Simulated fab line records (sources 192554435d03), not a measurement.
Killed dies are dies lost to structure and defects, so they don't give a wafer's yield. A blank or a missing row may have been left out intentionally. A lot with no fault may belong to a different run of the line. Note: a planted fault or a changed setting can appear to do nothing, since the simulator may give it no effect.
Chamber matching	flow n5-finfet	3 sister chambers for N5_BEOL_M0_SAQP_PECVD_03 on pecvd-01
The step deposits SiCN from 3MS/NH3, target thk 12 nm, time 21.1 s. 6 wafers are shown with their chamber, then 8 later ones without.

## WAFERS WITH THEIR CHAMBER
wafer	chamber	throttle-valve-pct (%)	showerhead-plenum-p-Torr (Torr)
L082.1	0	8.4	3.671
L082.3	2	9.6	3.668
L082.4	2	9.2	3.677
L082.5	1	9.8	3.669
L082.6	0	8.8	3.663
L084.1	1	9.9	3.662

## WAFERS WHOSE CHAMBER IS MISSING
wafer	throttle-valve-pct (%)	showerhead-plenum-p-Torr (Torr)
L084.2	8.5	3.659
L084.5	9.5	3.662
L089.1	9.8	3.661
L089.2	8.8	3.658
L089.5	9.6	3.665
L095.2	10.0	3.665
L095.5	9.6	3.665
L095.6	8.5	3.672

## CHAMBER TAKEN BY EACH
wafer	from the rows above	in truth
L084.2	0	0
L084.5	can't be placed: 1 or 2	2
L089.1	can't be placed: 1 or 2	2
L089.2	can't be placed: 0 or 2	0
L089.5	can't be placed: 1 or 2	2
L095.2	1	1
L095.5	can't be placed: 1 or 2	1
L095.6	0	0
Correctly placed: 3 of 8. Can't be placed from these rows: 5 (the true chamber is among the candidates in 5). 0 placed wrongly.
How it was worked out, from the rows above alone: a wafer's distance from a chamber is the root of the sum, over the readings, of the square of ((its reading less the chamber's mean) divided by the reading's scatter). The wafer belongs to the nearest chamber; if the next one is less than 2 further off, it can't be placed. For every chamber, the mean is computed from those of its wafers that are shown. The scatter: take each reading less its chamber's mean, square it, sum over the shown wafers, divide by the number of wafers less the number of chambers, and take the root.
